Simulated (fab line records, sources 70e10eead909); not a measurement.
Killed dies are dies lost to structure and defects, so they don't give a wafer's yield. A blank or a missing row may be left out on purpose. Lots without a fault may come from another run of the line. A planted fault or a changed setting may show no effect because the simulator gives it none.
fab line records | flow nand_harc
record lots=11 wafers=33 last_day=31
route steps=1302 shown A_STAIRCASE@651 END@1302
lots that met no fault: from a run of the same line without faults
start_h: hours from the record's first day to the start of the lot's first wafer shown | wait_h: hours since the lot's step before | " the same as in the row above | L1.1+2: a row that stands for several wafers | - no value, or no start given | * or withheld: withheld | < > ~ a bound
route shown NAME@n: a module of which the file shows steps, and the number in the route of the first | usual: mean/standard deviation of fault-free wafers | same: alike in all rows | chamber/n: place in a boat | sites: the reading at each site | _std_site: their standard deviation | _edge_site: outer sites' mean less inner sites' | radius_mm: how far each site lies from the wafer's centre | mask NAME#n: copy n | behind: the tool/chamber that last shaped the wafer | hold: why the lot was held/for how many hours/how that ended | device: the transistor (n, p or np) that didn't switch | end of line: the same wafers' tests at the end of the route | a step without rows: its recipe alone | killed: dies lost to structure and defects at the first sort, not the wafer's yield | map: a wafer's dies, x killed, . not, _ none there
set.NAME: the setting as run; set.NAME@STEP: as run at that earlier step | model.NAME: the simulator's own value behind a step, which no gauge read
steps of the route over a sample of lots; a table a step, a row a wafer
services: from which hour (start_h, from the record's first day; less than 0 if before it) a tool's chamber was out of use, for how many hours, and why
## steps
# step NHARC_A_STAIRCASE_ETCH_169
# recipe target_depth_a=500 time_s=107.1 ion_energy_ev=120 ch3f_flow_sccm=50 o2_flow_sccm=30 ar_flow_sccm=200 rf_w=500 bias_w=100 chemistry=CH3F/O2
# usual bias_w=100.03/0.29 ch3f_flow_sccm=50.00/0.14 drypump_motor_current_A=6.0/0.43 oes_product_au=0.955/0.016 rf_vpp_V=244.1/1.9 showerhead_plenum_p_Torr=2.44/0.11 throttle_valve_pct=20.663/0.0081
# same time_s=107.1
# columns lot.wafer tool chamber start_h wait_h bias_w ch3f_flow_sccm drypump_motor_current_A oes_product_au rf_hours_counter_h rf_vpp_V showerhead_plenum_p_Torr throttle_valve_pct
L963.1 rie_diel-12 1 352.77 0.1 99.85 50.25 6.2 0.947 31 239.9 2.28 20.659
L963.6 " 0 " " 100.39 49.87 6.2 0.963 - 244.3 2.39 20.660
L963.5 " 1 " " 100.52 50.17 6.2 0.949 - 242.6 2.28 20.652
L966.1 rie_diel-13 0 376.64 0.1 100.30 50.04 6.0 0.923 11 245.3 2.47 20.650
L966.2 " 1 " " 100.09 50.04 6.4 0.940 5 241.7 2.29 20.659
L966.6 " 3 " " 99.79 50.04 6.6 0.923 - 242.5 2.36 20.675
L965.1 rie_diel-13 2 380.22 0.4 100.29 49.80 6.0 0.922 11 244.8 2.48 20.674
L965.3 " 3 " " 100.57 49.93 6.6 0.935 7 242.9 2.36 20.663
L965.5 " 0 " " 99.92 49.98 6.0 0.923 - 244.3 2.47 20.659
L967.2 rie_diel-12 0 386.45 0.1 100.03 49.99 6.2 0.978 34 244.2 2.38 20.660
L967.4 " 1 " " 100.33 49.87 6.2 0.976 43 241.3 2.27 20.652
L967.5 " 2 " " 99.69 49.75 6.3 0.965 - 244.1 2.43 20.666
L968.3 rie_diel-03 1 411.96 0.1 100.45 49.94 5.2 0.979 32 247.4 2.65 20.675
L968.6 " 0 " " 100.07 50.02 6.0 0.979 - 244.4 2.46 20.664
L968.5 " 1 " " 100.33 49.88 5.2 0.977 - 246.8 2.65 20.658
L972.1 rie_diel-03 2 453.67 0.1 100.36 50.15 5.0 0.941 48 244.6 2.40 20.675
L972.4 " 0 " " 99.99 50.03 6.0 0.934 55 244.7 2.45 20.661
L972.5 " 2 " " 100.04 50.16 5.0 0.929 - 244.5 2.40 20.678
L974.3 rie_diel-13 2 456.96 0.1 100.07 49.98 6.0 0.944 41 243.1 2.46 20.657
L974.6 " 1 " " 100.37 49.88 6.4 0.940 - 241.6 2.28 20.673
L974.5 " 2 " " 100.33 50.06 6.0 0.944 - 243.8 2.46 20.665
L973.3 rie_diel-12 1 457.11 0.1 99.49 49.97 6.2 0.947 1 249.1 2.66 20.663
L973.4 " 2 " " 100.05 49.71 6.3 0.953 1 244.2 2.42 20.666
L973.6 " 1 " " 99.68 50.06 6.2 0.942 - 246.0 2.66 20.658
L979.4 rie_diel-03 3 510.54 0.1 99.49 49.91 6.1 0.981 20 244.4 2.43 20.665
L979.2 " 2 " " 100.09 50.14 5.0 0.975 6 243.9 2.40 20.669
L979.5 " 0 " " 100.21 49.81 6.0 0.966 - 242.9 2.45 20.663
L978.4 rie_diel-13 2 518.26 0.1 99.69 50.08 6.0 0.939 58 242.7 2.46 20.666
L978.6 " 2 " " 99.97 49.84 6.0 0.951 - 242.7 2.46 20.641
L978.5 " 3 " " 100.26 49.88 6.6 0.946 - 242.3 2.34 20.665
L981.3 rie_diel-12 0 523.62 0.1 100.12 49.92 6.2 0.984 22 244.2 2.37 20.655
L981.6 " 3 " " 99.67 49.76 5.9 0.964 - 246.4 2.62 20.664
L981.5 " 0 " " 100.11 49.85 6.2 0.977 - 243.0 2.37 20.661
# step NHARC_A_STAIRCASE_TRIM_18
# recipe time_s=211.2 o2_flow_sccm=500 ar_flow_sccm=0 bias_w=0 chemistry=O2
# usual drypump_motor_current_A=6.0/0.47 oes_product_au=0.999/0.0068 rf_vpp_V=57.8/0.86 showerhead_plenum_p_Torr=3.53/0.15 throttle_valve_pct=17.037/0.0085
# same bias_w=0 time_s=211.2
# columns lot.wafer tool chamber start_h wait_h drypump_motor_current_A oes_product_au rf_hours_counter_h rf_vpp_V showerhead_plenum_p_Torr throttle_valve_pct
L963.1 rie_diel-03 0 - - 6.0 1.005 19 56.7 3.54 17.030
L963.5 " 0 " " 6.0 1.008 - 58.3 3.54 17.036
L963.6 " 1 " " 5.2 0.992 - 58.6 3.80 17.045
L966.1 rie_diel-12 1 - - 6.2 1.006 41 57.5 3.27 17.045
L966.2 " 0 " " 6.2 1.004 33 58.6 3.43 17.036
L966.6 " 2 " " 6.3 1.009 - 57.7 3.49 17.033
L965.1 rie_diel-03 3 - - 6.2 1.006 27 57.3 3.51 17.042
L965.3 " 1 " " 5.2 1.002 24 59.3 3.79 17.037
L965.5 " 0 " " 6.0 0.992 - 58.1 3.54 17.025
L967.4 rie_diel-12 0 - - 6.2 1.000 35 56.9 3.42 17.033
L967.2 " 2 " " 6.3 1.002 48 56.0 3.49 17.024
L967.5 " 1 " " 6.2 1.007 - 57.9 3.27 17.034
L968.3 rie_diel-03 3 - - 6.2 0.997 36 58.3 3.51 17.053
L968.6 " 0 " " 6.0 0.985 - 56.2 3.53 17.031
L968.5 " 1 " " 5.2 0.995 - 59.9 3.79 17.040
L972.1 rie_diel-12 0 - - 6.2 0.998 0 57.0 3.41 17.006
L972.4 " 3 " " 5.9 1.000 0 58.5 3.77 17.022
L972.5 " 1 " " 6.3 1.007 - 58.1 3.81 17.038
L974.3 rie_diel-13 2 - - 6.0 0.993 44 57.0 3.53 17.035
L974.5 " 2 " " 6.0 0.995 - 58.3 3.53 17.032
L974.6 " 3 " " 6.7 0.988 - 58.3 3.37 17.037
L973.3 rie_diel-12 1 - - 6.3 0.994 6 58.6 3.80 17.045
L973.4 " 3 " " 5.9 0.999 3 59.7 3.77 17.031
L973.6 " 1 " " 6.3 0.990 - 58.3 3.80 17.041
L979.4 rie_diel-03 1 - - 5.2 1.003 23 58.6 3.76 17.035
L979.2 " 2 " " 5.0 0.992 7 57.4 3.44 17.021
L979.5 " 0 " " 6.0 0.995 - 56.6 3.51 17.035
L978.6 rie_diel-03 0 - - 6.0 1.005 - 56.4 3.51 17.061
L978.4 " 2 " " 5.0 0.993 - 58.4 3.44 17.038
L978.5 " 3 " " 6.1 0.996 - 57.7 3.48 17.038
L981.3 rie_diel-03 0 - - 6.0 0.998 19 57.8 3.51 17.029
L981.6 " 3 " " 6.1 0.997 - 59.3 3.48 17.044
L981.5 " 0 " " 6.0 1.013 - 57.3 3.51 17.039
# step NHARC_A_STAIRCASE_ETCH_19
# recipe target_depth_a=1000 time_s=40.5 ion_energy_ev=400 c4f8_flow_sccm=20 o2_flow_sccm=10 ar_flow_sccm=withheld rf_w=600 bias_w=1000 chemistry=C4F8/O2
# usual bias_w=1000/3.2 chamber_pressure_mTorr=25.002/0.022 oes_product_au=0.941/0.0094 rf_vpp_V=896/5.6 time_s=40.5/0
# columns lot.wafer tool chamber start_h wait_h bias_w chamber_pressure_mTorr oes_product_au rf_hours_counter_h rf_vpp_V time_s
L963.1 rie_diel-03 1 355.44 - 996 25.000 0.947 15 907 40.5
L963.5 " 0 " " 999 24.954 0.942 - 897 40.5
L963.6 " 1 " " 992 25.030 0.941 - 904 40.5
L966.2 rie_diel-12 1 379.31 - 999 24.971 0.950 41 885 40.5
L966.1 " 2 " " 1000 25.013 0.940 46 894 40.5
L966.6 " 1 " " 997 25.022 0.937 - 887 40.5
L965.1 rie_diel-03 2 383.01 - 999 24.998 0.957 27 893 40.5
L965.3 " 1 " " 1001 25.019 0.954 24 906 40.5
L965.5 " 3 " " 997 24.996 0.944 - 896 40.5
L967.2 rie_diel-12 0 389.06 - 1001 24.986 0.935 35 893 40.5
L967.4 " 3 " " 1002 24.953 0.943 44 905 40.5
L967.5 " 0 " " 999 24.980 0.938 - 892 40.5
L968.3 rie_diel-03 0 415.53 - 1000 25.030 0.947 35 896 40.5
L968.6 " 0 " " 999 24.983 0.920 - 897 40.5
L968.5 " 1 " " 994 25.000 0.931 - 904 40.5
L972.1 rie_diel-12 2 456.43 - 996 24.975 0.950 0 895 40.5
L972.4 " 0 " " 1003 24.959 0.945 0 893 40.5
L972.5 " 2 " " 996 25.006 0.942 - 894 40.5
L974.3 rie_diel-13 0 462.99 - 1008 25.020 0.943 25 896 40.5
L974.5 " 2 " " 1001 25.008 0.929 - 896 40.5
L974.6 " 3 " " 1002 24.991 0.927 - 891 40.5
L973.3 rie_diel-12 1 466.20 - 998 24.992 0.931 6 904 40.5
L973.4 " 3 " " 1002 25.014 0.939 4 905 40.5
L973.6 " 1 " " 1002 25.007 0.921 - 906 40.5
L979.2 rie_diel-03 0 513.49 - 1001 25.037 0.939 13 895 40.5
L979.4 " 1 " " 1004 24.999 0.946 23 903 40.5
L979.5 " 0 " " 1003 25.022 0.935 - 896 40.5
L978.6 rie_diel-03 2 521.91 - - - - - - -
L978.4 " 3 " " - - - - - -
L978.5 " 0 " " - - - - - -
L981.3 rie_diel-03 0 528.02 - - - - - - -
L981.5 " 0 " " - - - - - -
L981.6 " 2 " " - - - - - -
# step NHARC_A_STAIRCASE_ETCH_21
# recipe target_depth_a=1000 time_s=40.5 ion_energy_ev=400 c4f8_flow_sccm=20 o2_flow_sccm=10 ar_flow_sccm=withheld rf_w=600 bias_w=1000 chemistry=C4F8/O2
# usual bias_w=1000.1/3 chamber_pressure_mTorr=25.002/0.022 oes_product_au=0.949/0.016 rf_vpp_V=896/5.6
# same time_s=40.5
# columns lot.wafer tool chamber start_h wait_h bias_w chamber_pressure_mTorr oes_product_au rf_hours_counter_h rf_vpp_V
L963.1 rie_diel-03 3 - - 999.5 24.946 0.957 19 895
L963.6 " 3 " " 999.1 24.969 0.947 - 896
L963.5 " 0 " " 1000.6 24.968 0.936 - 896
L966.1 rie_diel-13 0 - - 995.4 25.010 0.938 11 896
L966.2 " 2 " " 1002.6 24.987 0.934 11 896
L966.6 " 2 " " 998.5 25.006 0.941 - 896
L965.3 rie_diel-03 0 - - 1001.9 25.041 0.938 27 898
L965.1 " 2 " " 996.4 25.016 0.947 27 894
L965.5 " 0 " " 996.2 25.005 0.943 - 896
L967.4 rie_diel-12 2 - - 1001.8 25.022 0.943 48 895
L967.2 " 3 " " 1004.9 25.016 0.940 44 904
L967.5 " 1 " " 1000.2 25.035 0.959 - 888
L968.3 rie_diel-03 1 - - 995.7 25.001 0.939 32 905
L968.6 " 3 " " 998.8 24.986 0.952 - 894
L968.5 " 0 " " 994.6 25.026 0.936 - 895
L972.1 rie_diel-12 1 - - 998.6 25.021 0.928 1 906
L972.4 " 2 " " 999.1 25.005 0.955 0 895
L972.5 " 2 " " 995.5 25.007 0.948 - 893
L974.3 rie_diel-13 2 - - 1001.6 24.994 0.938 44 897
L974.6 " 2 " " 1003.7 25.014 0.935 - 897
L974.5 " 3 " " 1002.8 25.038 0.940 - 891
L973.4 rie_diel-13 2 - - 994.9 25.037 0.961 45 896
L973.3 " 0 " " 996.4 24.978 0.934 26 896
L973.6 " 3 " " 999.4 25.020 0.936 - 890
L979.4 rie_diel-12 1 - - 998.9 25.029 0.978 23 905
L979.2 " 2 " " 1001.3 25.025 0.966 21 894
L979.5 " 0 " " 1001.3 25.045 0.981 - 891
L978.5 rie_diel-03 2 - - 999.5 24.971 0.919 - 894
L978.4 " 3 " " 1004.1 25.002 0.932 - 895
L978.6 " 0 " " 1002.3 25.021 0.928 - 895
L981.3 rie_diel-12 2 - - 999.4 25.033 0.964 26 892
L981.6 " 0 " " 1003.5 24.978 0.980 - 891
L981.5 " 1 " " 1001.6 24.993 0.976 - 903
# step NHARC_END_SORT_01
# recipe temp_c=25
# usual killed_at_array=51/17 killed_at_other=1.6/2.1 killed_at_periphery=4/3.2 killed_dies=57/18 killed_open=2.9/1.7 killed_short=2.3/1.3
# same gross_dies=677
# columns lot.wafer tool chamber start_h wait_h hold killed_at_array killed_at_other killed_at_periphery killed_dies killed_open killed_short
L963.1 prober-01 0 567.55 2.5 - 63 2 2 67 3 5
L963.5 prober-01 0 570.82 3.8 - 58 0 1 59 1 1
L963.6 prober-01 0 571.64 4.1 - 61 0 0 61 1 3
L966.1 prober-01 0 583.50 2.5 - 43 1 6 50 6 1
L966.2 prober-01 0 584.29 2.8 - 48 5 3 56 3 0
L966.6 prober-01 0 587.47 4.0 - 44 7 3 54 3 2
L967.2 prober-02 0 587.66 2.8 - 79 3 1 83 2 3
L967.4 prober-02 0 589.23 3.4 - 88 5 7 100 2 3
L967.5 prober-02 0 590.02 3.6 - 68 2 6 76 1 2
L965.1 prober-01 0 591.28 2.5 - 50 5 2 57 6 3
L965.3 prober-01 0 592.85 3.1 - 50 0 4 54 4 2
L965.5 prober-01 0 594.43 3.7 - 41 1 2 44 2 0
L968.3 prober-01 0 628.78 3.1 - 67 0 4 71 1 2
L968.5 prober-01 0 630.36 3.7 - 70 0 3 73 3 5
L968.6 prober-01 0 631.15 4.0 - 96 1 5 102 7 2
L972.1 prober-02 0 675.81 2.5 - 65 2 14 81 6 4
L972.4 prober-02 0 678.19 3.4 - 55 0 13 68 2 3
L972.5 prober-02 0 678.98 3.7 - 62 4 12 78 4 2
L974.3 prober-01 0 677.44 3.1 - 57 2 6 65 4 2
L974.5 prober-01 0 679.05 3.7 - 63 0 2 65 2 2
L974.6 prober-01 0 679.86 4.0 - 57 4 1 62 3 5
L973.3 prober-01 0 685.22 3.1 - 18 2 5 25 0 3
L973.4 prober-01 0 686.02 3.4 - 25 0 4 29 1 1
L973.6 prober-01 0 687.64 4.0 - 23 2 5 30 5 3
L979.2 prober-02 0 716.06 2.8 - 62 5 0 67 3 1
L979.4 prober-02 0 717.69 3.4 - 69 3 1 73 2 1
L979.5 prober-02 0 718.50 3.8 - 61 1 0 62 1 3
L978.4 prober-01 0 727.29 3.4 await_dispo/3.7h/scrap 676 0 1 677 2 2
L978.5 prober-01 0 728.10 3.7 await_dispo/3.7h/scrap 669 0 8 677 7 2
L978.6 prober-01 0 728.91 4.0 await_dispo/3.7h/scrap 676 0 1 677 3 1
L981.3 prober-02 0 732.85 3.1 await_dispo/1.4h/scrap 674 0 3 677 2 4
L981.5 prober-02 0 734.43 3.6 await_dispo/1.4h/scrap 676 1 0 677 3 5
L981.6 prober-02 0 735.21 3.9 await_dispo/1.4h/scrap 673 0 4 677 4 3
# killed by level:class
L963.1 A_CHANNEL_HOLE_D1:chamber_film_flake=25 A_SLIT:chamber_film_flake=11 A_CHANNEL_HOLE_D2:chamber_film_flake=8 A_CONTACT:chamber_film_flake=7 A_ZERO_WELL:chamber_film_flake=3 A_CONTACT:unspecified=3 P_M0:geometric_particle:open=1 P_M1:geometric_particle:short=1
L963.5 A_CHANNEL_HOLE_D1:chamber_film_flake=24 A_SLIT:chamber_film_flake=18 A_CHANNEL_HOLE_D2:chamber_film_flake=7 A_CONTACT:chamber_film_flake=6 P_STI:geometric_particle:open=1 A_CHANNEL_FILL_D2:geometric_particle:short=1 A_ZERO_WELL:chamber_film_flake=1 A_STAIRCASE:chamber_film_flake=1
L963.6 A_CHANNEL_HOLE_D1:chamber_film_flake=24 A_SLIT:chamber_film_flake=20 A_CHANNEL_HOLE_D2:chamber_film_flake=3 A_CONTACT:chamber_film_flake=3 A_ZERO_WELL:chamber_film_flake=2 A_CHANNEL_FILL_D1:chamber_film_flake=2 A_DECK1_JOINT:chamber_film_flake=2 A_ONON_D2:geometric_particle:short=1
L966.1 A_CHANNEL_HOLE_D2:chamber_film_flake=28 A_CHANNEL_HOLE_D1:chamber_film_flake=3 A_CONTACT:chamber_film_flake=3 P_ZERO_WELL:chamber_film_flake=2 A_STAIRCASE:chamber_film_flake=2 A_BONDPAD:chamber_film_flake=2 P_CONTACT:geometric_particle:open=1 P_M0:geometric_particle:open=1
L966.2 A_CHANNEL_HOLE_D2:chamber_film_flake=35 THIN_TSV:chamber_film_flake=5 A_WL_FILL:chamber_film_flake=5 A_CHANNEL_HOLE_D1:chamber_film_flake=4 P_GATE:chamber_film_flake=2 P_GATE:geometric_particle:open=1 A_CHANNEL_FILL_D1:geometric_particle:open=1 A_STAIRCASE:geometric_particle:open=1
L966.6 A_CHANNEL_HOLE_D2:chamber_film_flake=31 THIN_TSV:chamber_film_flake=7 A_DECK1_JOINT:chamber_film_flake=2 A_WL_FILL:chamber_film_flake=2 A_DECK1_JOINT:geometric_particle:open=1 A_DECK1_JOINT:geometric_particle:short=1 A_WL_FILL:geometric_particle:open=1 A_WL_FILL:geometric_particle:short=1
L967.2 A_CHANNEL_HOLE_D2:chamber_film_flake=32 A_CHANNEL_HOLE_D1:chamber_film_flake=23 A_SLIT:chamber_film_flake=15 A_CHANNEL_FILL_D2:geometric_particle:short=2 A_STAIRCASE:chamber_film_flake=2 A_CONTACT:chamber_film_flake=2 THIN_TSV:chamber_film_flake=2 A_ONON_D2:geometric_particle:open=1
L967.4 A_CHANNEL_HOLE_D2:chamber_film_flake=38 A_CHANNEL_HOLE_D1:chamber_film_flake=23 A_SLIT:chamber_film_flake=17 THIN_TSV:chamber_film_flake=5 P_GATE:chamber_film_flake=3 A_CHANNEL_FILL_D2:chamber_film_flake=3 A_CONTACT:chamber_film_flake=3 A_STAIRCASE:chamber_film_flake=2
L967.5 A_CHANNEL_HOLE_D2:chamber_film_flake=28 A_SLIT:chamber_film_flake=18 A_CHANNEL_HOLE_D1:chamber_film_flake=15 P_GATE:chamber_film_flake=4 A_CHANNEL_FILL_D2:chamber_film_flake=2 THIN_TSV:chamber_film_flake=2 P_M0:geometric_particle:open=1 A_CHANNEL_HOLE_D1:geometric_particle:short=1
L965.1 A_CHANNEL_HOLE_D1:chamber_film_flake=32 A_CHANNEL_HOLE_D2:chamber_film_flake=6 THIN_TSV:chamber_film_flake=5 A_SOURCE_PLATE:geometric_particle:open=2 P_CONTACT:geometric_particle:open=1 P_M2:geometric_particle:open=1 A_SOURCE_PLATE:geometric_particle:short=1 A_CHANNEL_HOLE_D1:geometric_particle:short=1
L965.3 A_CHANNEL_HOLE_D1:chamber_film_flake=30 A_CHANNEL_HOLE_D2:chamber_film_flake=9 A_STAIRCASE:chamber_film_flake=5 A_CHANNEL_FILL_D1:geometric_particle:short=2 P_M2:chamber_film_flake=2 P_CONTACT:geometric_particle:open=1 P_M0:geometric_particle:open=1 A_CHANNEL_FILL_D2:geometric_particle:open=1
L965.5 A_CHANNEL_HOLE_D1:chamber_film_flake=22 A_CHANNEL_HOLE_D2:chamber_film_flake=9 A_STAIRCASE:chamber_film_flake=3 A_CONTACT:chamber_film_flake=2 P_M2:geometric_particle:open=1 A_SGD_CUT:geometric_particle:open=1 P_GATE:chamber_film_flake=1 A_CHANNEL_FILL_D1:chamber_film_flake=1
L968.3 A_SLIT:chamber_film_flake=24 A_CHANNEL_HOLE_D2:chamber_film_flake=18 A_CHANNEL_HOLE_D1:chamber_film_flake=18 P_GATE:chamber_film_flake=3 A_CONTACT:chamber_film_flake=2 A_CHANNEL_FILL_D2:geometric_particle:short=1 A_WL_FILL:geometric_particle:short=1 A_CONTACT:geometric_particle:open=1
L968.5 A_SLIT:chamber_film_flake=22 A_CHANNEL_HOLE_D1:chamber_film_flake=17 A_CHANNEL_HOLE_D2:chamber_film_flake=15 A_CONTACT:chamber_film_flake=7 A_ONON_D1:geometric_particle:short=2 A_ZERO_WELL:chamber_film_flake=2 P_STI:geometric_particle:short=1 P_GATE:geometric_particle:open=1
L968.6 A_CHANNEL_HOLE_D1:chamber_film_flake=33 A_CHANNEL_HOLE_D2:chamber_film_flake=31 A_SLIT:chamber_film_flake=15 A_STAIRCASE:chamber_film_flake=4 A_ONON_D2:geometric_particle:open=2 A_ZERO_WELL:chamber_film_flake=2 A_CONTACT:chamber_film_flake=2 P_GATE:geometric_particle:open=1
L972.1 A_CHANNEL_HOLE_D1:chamber_film_flake=33 A_CHANNEL_HOLE_D2:chamber_film_flake=11 P_M1:chamber_film_flake=7 P_CONTACT:chamber_film_flake=4 A_STAIRCASE:chamber_film_flake=4 A_CONTACT:chamber_film_flake=4 A_WL_FILL:chamber_film_flake=3 A_WL_FILL:geometric_particle:short=2
L974.3 A_CHANNEL_HOLE_D1:chamber_film_flake=24 A_SLIT:chamber_film_flake=16 A_CHANNEL_HOLE_D2:chamber_film_flake=8 A_CONTACT:chamber_film_flake=5 P_CONTACT:geometric_particle:open=2 A_WL_FILL:geometric_particle:short=2 P_GATE:chamber_film_flake=2 THIN_TSV:chamber_film_flake=2
L972.4 A_CHANNEL_HOLE_D1:chamber_film_flake=27 A_CHANNEL_HOLE_D2:chamber_film_flake=11 A_STAIRCASE:chamber_film_flake=8 P_M1:chamber_film_flake=5 P_CONTACT:chamber_film_flake=4 A_CHANNEL_FILL_D1:chamber_film_flake=2 A_WL_FILL:chamber_film_flake=2 P_CONTACT:geometric_particle:open=1
L972.5 A_CHANNEL_HOLE_D1:chamber_film_flake=26 A_CHANNEL_HOLE_D2:chamber_film_flake=11 A_STAIRCASE:chamber_film_flake=11 A_CONTACT:chamber_film_flake=6 P_CONTACT:chamber_film_flake=5 P_M1:chamber_film_flake=4 THIN_TSV:chamber_film_flake=4 P_STI:chamber_film_flake=2
L974.5 A_CHANNEL_HOLE_D1:chamber_film_flake=25 A_SLIT:chamber_film_flake=22 A_CONTACT:chamber_film_flake=6 A_CHANNEL_HOLE_D2:chamber_film_flake=5 P_CONTACT:geometric_particle:short=1 A_DECK1_JOINT:geometric_particle:open=1 A_CHANNEL_HOLE_D2:geometric_particle:short=1 A_CHANNEL_HOLE_D2:geometric_particle:open=1
L974.6 A_CHANNEL_HOLE_D1:chamber_film_flake=22 A_SLIT:chamber_film_flake=14 A_CHANNEL_HOLE_D2:chamber_film_flake=9 THIN_TSV:chamber_film_flake=4 A_CONTACT:chamber_film_flake=3 A_WL_FILL:geometric_particle:short=2 A_SOURCE_PLATE:geometric_particle:short=1 A_ONON_D1:geometric_particle:short=1
L973.3 A_CONTACT:chamber_film_flake=8 P_M2:chamber_film_flake=4 A_CHANNEL_HOLE_D1:chamber_film_flake=4 THIN_TSV:chamber_film_flake=2 P_GATE:geometric_particle:short=1 A_CHANNEL_FILL_D2:geometric_particle:short=1 A_M0:geometric_particle:short=1 A_ZERO_WELL:chamber_film_flake=1
L973.4 A_CONTACT:chamber_film_flake=10 A_CHANNEL_HOLE_D1:chamber_film_flake=5 A_STAIRCASE:chamber_film_flake=4 P_M2:chamber_film_flake=3 A_WL_FILL:geometric_particle:open=1 A_CONTACT:geometric_particle:short=1 P_M1:chamber_film_flake=1 A_ZERO_WELL:chamber_film_flake=1
L973.6 A_CHANNEL_HOLE_D1:chamber_film_flake=7 A_CONTACT:chamber_film_flake=5 P_M2:chamber_film_flake=3 A_ZERO_WELL:chamber_film_flake=2 A_STAIRCASE:chamber_film_flake=2 THIN_TSV:chamber_film_flake=2 P_GATE:geometric_particle:open=1 A_ONON_D1:geometric_particle:short=1
L979.2 A_CHANNEL_HOLE_D1:chamber_film_flake=31 A_SLIT:chamber_film_flake=24 THIN_TSV:chamber_film_flake=4 A_ONON_D2:geometric_particle:short=1 A_SGD_CUT:geometric_particle:open=1 A_M0:geometric_particle:open=1 STARTING-WAFER:geometric_particle:open=1 A_CHANNEL_HOLE_D2:chamber_film_flake=1
L979.4 A_CHANNEL_HOLE_D1:chamber_film_flake=30 A_SLIT:chamber_film_flake=30 THIN_TSV:chamber_film_flake=3 A_CONTACT:chamber_film_flake=2 P_GATE:geometric_particle:short=1 A_CHANNEL_FILL_D1:geometric_particle:open=1 A_ONON_D2:geometric_particle:open=1 A_CHANNEL_HOLE_D2:chamber_film_flake=1
L979.5 A_SLIT:chamber_film_flake=28 A_CHANNEL_HOLE_D1:chamber_film_flake=23 A_M1:chamber_film_flake=2 A_CHANNEL_FILL_D1:geometric_particle:short=1 A_CHANNEL_FILL_D1:geometric_particle:open=1 A_CONTACT:chamber_film_flake=1 A_ONON_D2:geometric_particle:short=1 A_STAIRCASE:geometric_particle:short=1
L978.4 A_STAIRCASE:area_etch=624 A_SLIT:chamber_film_flake=21 A_CHANNEL_HOLE_D2:chamber_film_flake=10 A_CHANNEL_HOLE_D1:chamber_film_flake=8 A_STAIRCASE:chamber_film_flake=4 A_M0:geometric_particle:open=2 A_CHANNEL_FILL_D1:chamber_film_flake=2 A_CONTACT:chamber_film_flake=2
L978.5 A_STAIRCASE:area_etch=613 A_SLIT:chamber_film_flake=23 A_CHANNEL_HOLE_D2:chamber_film_flake=9 A_CONTACT:chamber_film_flake=8 A_CHANNEL_HOLE_D1:chamber_film_flake=4 A_ONON_D2:geometric_particle:open=3 P_M0:chamber_film_flake=3 A_STAIRCASE:chamber_film_flake=3
L978.6 A_STAIRCASE:area_etch=623 A_SLIT:chamber_film_flake=25 A_CONTACT:chamber_film_flake=7 A_CHANNEL_HOLE_D1:chamber_film_flake=5 A_CHANNEL_HOLE_D2:chamber_film_flake=5 A_CHANNEL_FILL_D1:chamber_film_flake=3 A_CHANNEL_FILL_D2:geometric_particle:open=2 A_STAIRCASE:chamber_film_flake=2
L981.3 A_STAIRCASE:area_etch=627 A_SLIT:chamber_film_flake=21 A_CHANNEL_HOLE_D1:chamber_film_flake=12 A_DECK1_JOINT:chamber_film_flake=4 A_CHANNEL_FILL_D1:chamber_film_flake=2 A_WL_FILL:chamber_film_flake=2 A_CONTACT:chamber_film_flake=2 P_CONTACT:geometric_particle:open=1
L981.5 A_STAIRCASE:area_etch=623 A_SLIT:chamber_film_flake=25 A_CHANNEL_HOLE_D1:chamber_film_flake=13 A_CONTACT:chamber_film_flake=3 A_CHANNEL_FILL_D1:chamber_film_flake=3 A_SOURCE_PLATE:geometric_particle:open=1 A_DECK1_JOINT:geometric_particle:open=1 A_DECK1_JOINT:geometric_particle:short=1
L981.6 A_STAIRCASE:area_etch=627 A_SLIT:chamber_film_flake=25 A_CHANNEL_HOLE_D1:chamber_film_flake=11 A_CONTACT:chamber_film_flake=2 P_GATE:geometric_particle:open=1 P_CONTACT:geometric_particle:open=1 A_CHANNEL_HOLE_D1:geometric_particle:short=1 A_DECK1_JOINT:geometric_particle:open=1
## services
# columns tool chamber start_h hours kind
rie_diel-12 0 328.95 3.0 repair
rie_diel-03 1 334.10 4.4 repair
rie_diel-03 0 339.38 - clean
rie_diel-03 1 339.38 - clean
rie_diel-03 2 339.38 - clean
rie_diel-03 3 339.38 - clean
rie_diel-13 - 342.08 9.0 pm
rie_diel-13 1 358.12 7.6 repair
rie_diel-13 3 361.39 11.8 repair
rie_diel-03 0 363.88 - clean
rie_diel-03 1 363.88 - clean
rie_diel-03 2 363.88 - clean
rie_diel-03 3 363.88 - clean
rie_diel-13 1 377.44 22.5 repair
rie_diel-03 0 388.38 - clean
rie_diel-13 0 393.35 49.3 repair
rie_diel-13 1 441.15 3.3 repair
rie_diel-12 - 446.18 9.0 pm
rie_diel-13 1 448.55 5.9 repair
rie_diel-03 - 458.33 9.0 pm
rie_diel-12 - 488.80 1.9 repair
rie_diel-12 2 505.50 4.2 repair
rie_diel-13 - 519.08 9.0 pm
rie_diel-03 1 519.91 10.9 repair
## key
first_sign step=NHARC_A_STAIRCASE_ETCH_19 reading=tool_record direction=missing
effect step=NHARC_END_SORT_01 reading=killed_at_array direction=up sigmas=36 usual=51 struck=674
more_kills_born_at NHARC_A_STAIRCASE_ETCH_19@rie_diel-03=3737
met_at NHARC_A_STAIRCASE_ETCH_19
struck_lots L978,L981
later_rows_left_out L978.4,L978.5,L978.6,L981.3,L981.5,L981.6
tester_left_out L978,L981
not_acting_at NHARC_A_STAIRCASE_ETCH_169,NHARC_A_STAIRCASE_TRIM_18,NHARC_A_STAIRCASE_ETCH_21
onset_between 513.49 521.91
fault kind=skipped_step_whole tool=rie_diel-03 chamber=- onset_h=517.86 steps=NHARC_A_STAIRCASE_ETCH_19 scope=struck_lots_only
# tester_left_out: of these lots the tester's yield and bins aren't shown, on N5 and GAA mostly nor the transistor test; their killed dies are dies lost to structure and defects alone, not to doping, threshold or leakage, so they don't give the yield
# later_rows_left_out: the simulator's readings of these wafers behind a module that went badly wrong aren't trusted and aren't shown, but for the sort
